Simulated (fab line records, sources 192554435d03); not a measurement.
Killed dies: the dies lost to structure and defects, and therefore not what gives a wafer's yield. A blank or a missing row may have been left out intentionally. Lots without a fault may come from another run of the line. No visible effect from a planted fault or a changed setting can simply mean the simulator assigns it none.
Which tool did it? ; flow n5_finfet ; 21 lots with 63 wafers sampled at 6 steps, on a route of 1938 steps

## WHAT THE GAUGES SHOWED, per wafer
Not one reading of a measure or inspect step in the record can be checked against a usual standard deviation.

## WHAT TOOL EACH LOT RAN ON (gives the tool, then ch and the chambers of the sampled wafers, and finally the start)
lot;N5_BEOL_M0_SAQP_HM_OPEN_112;N5_BEOL_M0_SAQP_MANDREL1_REMOVE_100;N5_BEOL_M0_SAQP_ETCH_102;N5_BEOL_M0_SAQP_CUT_ETCH_46;N5_BEOL_M0_SAQP_ALD_48;N5_BEOL_M0_ETCH_109
L074;rie_diel-02 ch 1,2,3, day 5 16:41;rie_si-06 ch 1,2,3, day 5 18:34;rie_si-01 ch 0,2,3, day 5 18:49;rie_diel-05 ch 0,1,3, day 5 21:16;ald_sin-02 ch 0,2, day 5 21:32;rie_diel-01 ch 0,1,2, day 6 00:32
L075;rie_diel-04 ch 2,3, day 5 18:44;rie_si-03 ch 1,2,3, day 5 20:06;rie_si-01 ch 0,1,2, day 5 20:22;rie_diel-04 ch 0,2,3, day 5 22:54;ald_sin-04 ch 0,1, day 5 23:06;rie_diel-06 ch 1,2,3, day 6 01:55
L076;rie_diel-04 ch 1,2, day 6 02:36;rie_si-06 ch 0,3, day 6 03:52;rie_si-03 ch 0,2, day 6 04:08;rie_diel-05 ch 0,1,2, day 6 06:23;ald_sin-03 ch 1,3, day 6 06:35;rie_diel-01 ch 1,2, day 6 09:17
L077;rie_diel-05 ch 0,1, day 6 08:21;rie_si-03 ch 0,1, day 6 10:13;rie_si-01 ch 0,3, day 6 10:28;rie_diel-02 ch 0,2,3, day 6 12:43;ald_sin-02 ch 0,3, day 6 13:34;rie_diel-03 ch 1,3, day 6 17:02
L079;rie_diel-05 ch 0,1,2, day 6 22:01;rie_si-03 ch 0,1,2, day 7 00:01;rie_si-06 ch 0,1,2, day 7 00:17;rie_diel-05 ch 0,1,3, day 7 02:35;ald_sin-04 ch 0,2,3, day 7 03:16;rie_diel-01 ch 0,1,2, day 7 05:10
L080;rie_diel-02 ch 1,2,3, day 6 23:43;rie_si-06 ch 0,2,3, day 7 01:30;rie_si-03 ch 0,1,2, day 7 01:45;rie_diel-05 ch 1,2,3, day 7 04:14;ald_sin-02 ch 0,2,3, day 7 04:58;rie_diel-06 ch 0,2,3, day 7 07:13
L081;rie_diel-04 ch 0,1, day 7 11:04;rie_si-06 ch 0,1, day 7 12:20;rie_si-03 ch 1,3, day 7 12:35;rie_diel-02 ch 0,2, day 7 14:50;ald_sin-02 ch 0,3, day 7 15:02;rie_diel-03 ch 0,1,2, day 7 17:28
L082;rie_diel-02 ch 0,2,3, day 7 15:36;rie_si-01 ch 0,2,3, day 7 17:40;rie_si-06 ch 0,1,3, day 7 17:55;rie_diel-04 ch 1,3, day 7 20:32;ald_sin-03 ch 2,3, day 7 21:07;rie_diel-06 ch 1,3, day 8 01:36
L084;rie_diel-02 ch 0,2,3, day 8 04:40;rie_si-03 ch 1,3, day 8 06:47;rie_si-01 ch 0,3, day 8 07:02;rie_diel-02 ch 0,2, day 8 12:17;ald_sin-04 ch 1,2,3, day 8 12:40;rie_diel-03 ch 0,1,2, day 8 15:36
L085;rie_diel-04 ch 0,1,2, day 8 07:08;rie_si-03 ch 0,2,3, day 8 10:36;rie_si-06 ch 0,1, day 8 10:51;rie_diel-02 ch 0,2,3, day 8 13:38;ald_sin-04 ch 2,3, day 8 15:13;rie_diel-01 ch 0,1, day 8 22:25
L087;rie_diel-05 ch 0,2, day 8 22:26;rie_si-06 ch 0,3, day 8 23:59;rie_si-06 ch 0,3, day 9 00:14;rie_diel-05 ch 0,1,3, day 9 02:38;ald_sin-04 ch 1,2, day 9 03:20;rie_diel-03 ch 0,3, day 9 06:07
L088;rie_diel-05 ch 0,1,2, day 9 02:02;rie_si-01 ch 1,2,3, day 9 04:07;rie_si-06 ch 1,3, day 9 04:23;rie_diel-02 ch 2,3, day 9 06:38;ald_sin-04 ch 1,2, day 9 07:07;rie_diel-01 ch 0,1,2, day 9 08:59
L089;rie_diel-05 ch 0,2,3, day 9 10:40;rie_si-01 ch 0,2,3, day 9 12:46;rie_si-06 ch 0,1,2, day 9 13:02;rie_diel-02 ch 0,2,3, day 9 15:17;ald_sin-03 ch 1,2,3, day 9 16:37;rie_diel-06 ch 0,2,3, day 9 19:20
L090;rie_diel-05 ch 1,2, day 9 13:56;rie_si-01 ch 1,2, day 9 15:29;rie_si-03 ch 0,1,2, day 9 15:44;rie_diel-04 ch 2,3, day 9 18:23;ald_sin-04 ch 0,1,3, day 9 18:35;rie_diel-03 ch 2,3, day 9 22:40
L091;rie_diel-02 ch 0,1,2, day 9 20:16;rie_si-03 ch 0,2, day 9 21:31;rie_si-06 ch 0,2,3, day 9 21:49;rie_diel-04 ch 2,3, day 10 00:16;ald_sin-03 ch 1,2,3, day 10 00:41;rie_diel-03 ch 0,2,3, day 10 04:48
L092;rie_diel-04 ch 2,3, day 10 00:04;rie_si-06 ch 0,1,3, day 10 02:04;rie_si-01 ch 1,2, day 10 02:19;rie_diel-02 ch 1,3, day 10 04:53;ald_sin-04 ch 1,2,3, day 10 05:05;rie_diel-03 ch 0,1,2, day 10 07:22
L093;rie_diel-04 ch 2,3, day 10 04:40;rie_si-03 ch 0,2, day 10 07:04;rie_si-01 ch 0,2,3, day 10 07:28;rie_diel-02 ch 1,2,3, day 10 09:49;ald_sin-04 ch 0,3, day 10 10:01;rie_diel-01 ch 0,2,3, day 10 13:36
L094;rie_diel-04 ch 0,2, day 10 11:40;rie_si-01 ch 0,3, day 10 13:28;rie_si-06 ch 0,1,3, day 10 13:43;rie_diel-02 ch 2,3, day 10 15:58;ald_sin-04 ch 1,3, day 10 16:10;rie_diel-06 ch 2,3, day 10 18:59
L095;rie_diel-02 ch 0,1,3, day 10 19:58;rie_si-03 ch 1,2,3, day 10 21:23;rie_si-01 ch 0,1,3, day 10 21:41;rie_diel-02 ch 0,2,3, day 10 23:48;ald_sin-04 ch 0,2,3, day 11 00:19;rie_diel-03 ch 0,2,3, day 11 03:25
L096;rie_diel-05 ch 0,2,3, day 10 23:08;rie_si-01 ch 0,2,3, day 11 00:26;rie_si-03 ch 1,2,3, day 11 00:41;rie_diel-05 ch 1,2,3, day 11 03:14;ald_sin-04 ch 0,1,3, day 11 03:26;rie_diel-03 ch 0,2,3, day 11 06:19
L097;rie_diel-05 ch 1,2,3, day 11 02:52;rie_si-03 ch 0,3, day 11 04:11;rie_si-06 ch 1,2,3, day 11 04:26;rie_diel-02 ch 0,1, day 11 07:11;ald_sin-03 ch 0,1, day 11 07:23;rie_diel-01 ch 1,2, day 11 16:25
- N5_BEOL_M0_SAQP_HM_OPEN_112: chemistry CHF3/O2, target SiO2, stops on a-Si, target depth 12 nm, time 13.5 s.
- N5_BEOL_M0_SAQP_MANDREL1_REMOVE_100: chemistry HBr/Cl2/O2, target a-Si, stops on SiNx, bt time 10 s.
- N5_BEOL_M0_SAQP_ETCH_102: etches SiO2 in CF4, target depth 4 nm, time 4.4 s.
- N5_BEOL_M0_SAQP_CUT_ETCH_46: etches SOC in N2/H2, target depth 135 nm, overetch 27 nm, time 202.5 s.
- N5_BEOL_M0_SAQP_ALD_48: deposits SiO2, target thk 20 nm, pulse time 1 s, co reactant pulse time 1 s.
- N5_BEOL_M0_ETCH_109: etches SiCN in CH3F/O2, target depth 8 nm, overetch 2.4 nm, time 27.4 s.

## WHAT THE TOOLS THEMSELVES READ (means of the sampled wafers that have a number; where no wafer has one, the mark that the record gives instead)
N5_BEOL_M0_SAQP_HM_OPEN_112. Usual: drypump_motor_current_A 5.8 A, standard deviation 0.51; oes_product_au 0.51 a.u., standard deviation 0.062; rf_vpp_V 519 V, standard deviation 9.6; showerhead_plenum_p_Torr 2.42 Torr, standard deviation 0.086; throttle_valve_pct 18.79 %, standard deviation 0.2.
lot;tool;drypump_motor_current_A (A);oes_product_au (a.u.);rf_vpp_V (V);showerhead_plenum_p_Torr (Torr);throttle_valve_pct (%);flag
L074;rie_diel-02;6.5;0.51;520;2.42;19.04;
L075;rie_diel-04;5.6;0.45;509;2.35;18.78;
L076;rie_diel-04;5.6;0.46;525;2.49;18.85;
L077;rie_diel-05;5.6;0.50;511;2.38;18.70;
L079;rie_diel-05;5.8;0.53;512;2.39;18.73;
L080;rie_diel-02;6.5;0.51;521;2.41;19.07;
L081;rie_diel-04;5.4;0.43;542;2.47;19.09;
L082;rie_diel-02;6.1;0.50;517;2.37;18.96;
L084;rie_diel-02;6.1;0.50;517;2.37;18.97;
L085;rie_diel-04;5.5;0.45;533;2.48;18.98;
L087;rie_diel-05;5.8;0.50;517;2.44;18.77;
L088;rie_diel-05;5.8;0.52;513;2.39;18.75;
L089;rie_diel-05;6.1;0.52;518;2.38;18.74;
L090;rie_diel-05;6.2;0.55;510;2.35;18.77;
L091;rie_diel-02;6.0;0.60;522;2.45;18.78;
L092;rie_diel-04;5.6;0.50;521;2.51;18.77;
L093;rie_diel-04;5.5;0.54;514;2.54;18.59;
L094;rie_diel-04;5.6;0.51;526;2.48;18.93;
L095;rie_diel-02;5.9;0.57;523;2.44;18.74;
L096;rie_diel-05;6.1;0.51;519;2.38;18.75;
L097;rie_diel-05;6.1;0.52;513;2.33;18.74;

N5_BEOL_M0_SAQP_MANDREL1_REMOVE_100. Usual: drypump_motor_current_A 5.5 A, standard deviation 0.41; mfc_cl2_sccm 79.97 sccm, standard deviation 0.27; oes_product_au 0.996 a.u., standard deviation 0.016; throttle_valve_pct 36.91 %, standard deviation 0.3.
lot;tool;drypump_motor_current_A (A);mfc_cl2_sccm (sccm);oes_product_au (a.u.);throttle_valve_pct (%);flag
L074;rie_si-06;5.6;80.12;0.991;36.97;
L075;rie_si-03;5.7;80.07;1.014;36.77;
L076;rie_si-06;5.4;80.20;0.984;37.01;
L077;rie_si-03;5.3;80.19;1.003;36.95;
L079;rie_si-03;5.4;80.00;1.004;36.84;
L080;rie_si-06;5.8;79.69;0.982;36.84;
L081;rie_si-06;5.2;79.95;0.996;37.00;
L082;rie_si-01;5.6;80.02;0.995;37.06;
L084;rie_si-03;5.9;79.87;0.993;36.84;
L085;rie_si-03;5.5;80.06;1.013;36.66;
L087;rie_si-06;5.4;79.83;0.984;37.01;
L088;rie_si-01;5.8;79.78;0.995;37.05;
L089;rie_si-01;5.5;79.83;1.001;37.06;
L090;rie_si-01;5.7;80.19;0.983;37.05;
L091;rie_si-03;5.2;79.98;1.007;36.71;
L092;rie_si-06;5.3;79.85;0.981;37.15;
L093;rie_si-03;5.3;79.90;1.008;36.60;
L094;rie_si-01;5.3;80.13;0.992;36.94;
L095;rie_si-03;5.7;79.92;1.008;36.78;
L096;rie_si-01;5.5;80.16;1.006;37.07;
L097;rie_si-03;5.4;80.08;0.987;36.78;

N5_BEOL_M0_SAQP_ETCH_102. Usual: cf4_flow_sccm 79.98 sccm, standard deviation 0.24; drypump_motor_current_A 5.6 A, standard deviation 0.47; oes_product_au 0.996 a.u., standard deviation 0.021; throttle_valve_pct 21.90 %, standard deviation 0.27.
lot;tool;cf4_flow_sccm (sccm);drypump_motor_current_A (A);oes_product_au (a.u.);throttle_valve_pct (%);flag
L074;rie_si-01;79.77;5.6;0.998;21.95;
L075;rie_si-01;79.92;5.5;0.993;22.00;
L076;rie_si-03;80.04;5.2;1.023;21.83;
L077;rie_si-01;80.03;5.6;1.002;21.77;
L079;rie_si-06;80.27;5.6;1.013;21.75;
L080;rie_si-03;80.11;5.4;1.003;21.96;
L081;rie_si-03;80.07;5.9;0.982;21.84;
L082;rie_si-06;80.07;5.2;0.980;22.02;
L084;rie_si-01;80.12;5.3;1.001;21.72;
L085;rie_si-06;79.90;5.2;0.992;21.89;
L087;rie_si-06;80.07;5.5;0.976;22.09;
L088;rie_si-06;79.96;5.0;0.990;22.10;
L089;rie_si-06;79.98;5.5;1.008;21.74;
L090;rie_si-03;79.92;5.4;1.009;21.96;
L091;rie_si-06;79.77;5.8;1.001;21.81;
L092;rie_si-01;80.10;5.7;0.992;22.21;
L093;rie_si-01;79.78;5.6;1.003;21.96;
L094;rie_si-06;80.18;5.2;0.975;22.01;
L095;rie_si-01;79.93;5.5;1.000;21.83;
L096;rie_si-03;80.18;5.7;0.981;21.85;
L097;rie_si-06;79.90;5.6;0.989;21.89;

N5_BEOL_M0_SAQP_CUT_ETCH_46. Usual: drypump_motor_current_A 6.0 A, standard deviation 0.58; rf_vpp_V 523.8 V, standard deviation 2.6; showerhead_plenum_p_Torr 2.54 Torr, standard deviation 0.084; throttle_valve_pct 17.82 %, standard deviation 0.21.
lot;tool;drypump_motor_current_A (A);rf_vpp_V (V);showerhead_plenum_p_Torr (Torr);throttle_valve_pct (%);flag
L074;rie_diel-05;5.8;522.3;2.52;17.77;
L075;rie_diel-04;5.5;523.9;2.54;17.86;
L076;rie_diel-05;5.8;523.1;2.53;17.73;
L077;rie_diel-02;6.1;522.9;2.51;17.92;
L079;rie_diel-05;5.8;523.6;2.51;17.78;
L080;rie_diel-05;6.2;521.7;2.47;17.69;
L081;rie_diel-02;5.6;521.7;2.45;17.95;
L082;rie_diel-04;5.4;527.8;2.67;17.42;
L084;rie_diel-02;6.1;523.8;2.51;18.00;
L085;rie_diel-02;6.1;522.9;2.50;17.95;
L087;rie_diel-05;5.8;523.5;2.51;17.81;
L088;rie_diel-02;6.6;524.1;2.55;17.95;
L089;rie_diel-02;6.1;524.9;2.60;17.82;
L090;rie_diel-04;5.6;526.1;2.63;17.60;
L091;rie_diel-04;5.6;528.7;2.66;17.41;
L092;rie_diel-02;6.3;523.5;2.51;17.86;
L093;rie_diel-02;6.5;523.6;2.54;17.95;
L094;rie_diel-02;6.6;524.7;2.56;18.03;
L095;rie_diel-02;6.1;525.2;2.60;17.83;
L096;rie_diel-05;6.2;521.3;2.46;17.75;
L097;rie_diel-02;5.4;526.7;2.63;17.60;

N5_BEOL_M0_SAQP_ALD_48. Usual: heater_power_outer_w 39 W, standard deviation 5; heater_power_w 76 W, standard deviation 8.6; precursor_pulse_height_rel 1.002, standard deviation 0.02.
lot;tool;heater_power_outer_w (W);heater_power_w (W);precursor_pulse_height_rel;flag
L074;ald_sin-02;41;80;0.991;
L075;ald_sin-04;37;79;0.998;
L076;ald_sin-03;48;85;0.993;
L077;ald_sin-02;36;73;1.007;
L079;ald_sin-04;38;74;1.019;
L080;ald_sin-02;39;76;0.995;
L081;ald_sin-02;41;78;1.007;
L082;ald_sin-03;36;67;1.009;
L084;ald_sin-04;39;77;0.993;
L085;ald_sin-04;38;74;0.992;
L087;ald_sin-04;38;77;0.991;
L088;ald_sin-04;38;74;1.011;
L089;ald_sin-03;41;77;0.995;
L090;ald_sin-04;39;77;1.008;
L091;ald_sin-03;41;76;0.999;
L092;ald_sin-04;39;76;1.000;
L093;ald_sin-04;39;77;1.000;
L094;ald_sin-04;39;81;0.999;
L095;ald_sin-04;38;74;1.004;
L096;ald_sin-04;38;77;1.012;
L097;ald_sin-03;40;75;0.993;

N5_BEOL_M0_ETCH_109. Usual: drypump_motor_current_A 5.8 A, standard deviation 0.46; oes_product_au 0.71 a.u., standard deviation 0.077; rf_vpp_V 297.8 V, standard deviation 1.3; showerhead_plenum_p_Torr 2.02 Torr, standard deviation 0.052; throttle_valve_pct 16.29 %, standard deviation 0.24.
lot;tool;drypump_motor_current_A (A);oes_product_au (a.u.);rf_vpp_V (V);showerhead_plenum_p_Torr (Torr);throttle_valve_pct (%);flag
L074;rie_diel-01;6.1;0.65;298.3;2.03;16.35;
L075;rie_diel-06;5.8;0.69;298.3;2.07;16.43;
L076;rie_diel-01;6.0;0.70;298.0;2.01;16.15;
L077;rie_diel-03;5.9;0.72;296.5;1.96;16.28;
L079;rie_diel-01;6.1;0.65;297.2;2.02;16.37;
L080;rie_diel-06;5.4;0.64;297.8;2.05;16.54;
L081;rie_diel-03;5.7;0.78;297.7;2.02;16.28;
L082;rie_diel-06;5.8;0.68;297.2;2.03;16.45;
L084;rie_diel-03;5.8;0.77;297.1;2.02;16.29;
L085;rie_diel-01;6.6;0.79;298.4;2.04;16.04;
L087;rie_diel-03;5.8;0.79;297.6;1.98;15.98;
L088;rie_diel-01;6.1;0.71;297.3;2.01;16.24;
L089;rie_diel-06;5.4;0.71;298.1;2.04;16.40;
L090;rie_diel-03;5.4;0.76;298.6;2.00;16.15;
L091;rie_diel-03;5.6;0.76;297.0;2.01;16.15;
L092;rie_diel-03;5.7;0.75;297.5;2.01;16.31;
L093;rie_diel-01;5.8;0.73;296.7;2.00;16.26;
L094;rie_diel-06;5.7;0.69;298.6;2.00;16.50;
L095;rie_diel-03;5.6;0.76;297.2;2.00;16.18;
L096;rie_diel-03;5.6;0.75;297.8;2.00;16.18;
L097;rie_diel-01;5.7;0.76;297.1;1.99;16.12;

## THE ANSWER, worked out from the rows above alone
Rule: a lot counts as off when the mean over its wafers that have a number is more than 3 standard deviations away from the usual mean. A lot without any number at a reading at which 4 lots or more have one is off too. The other lots that the step has rows for count as sound. First the gauges in route order, then the tools' own readings, where a lot's mean is used as printed above. The first step at which some lot is off is used, and at that step the reading that is off furthest; a lot without a number counts as furthest.
None of the lots is off at any reading shown; this tells nothing.

## WHAT WAS PUT IN BY THE SIMULATOR
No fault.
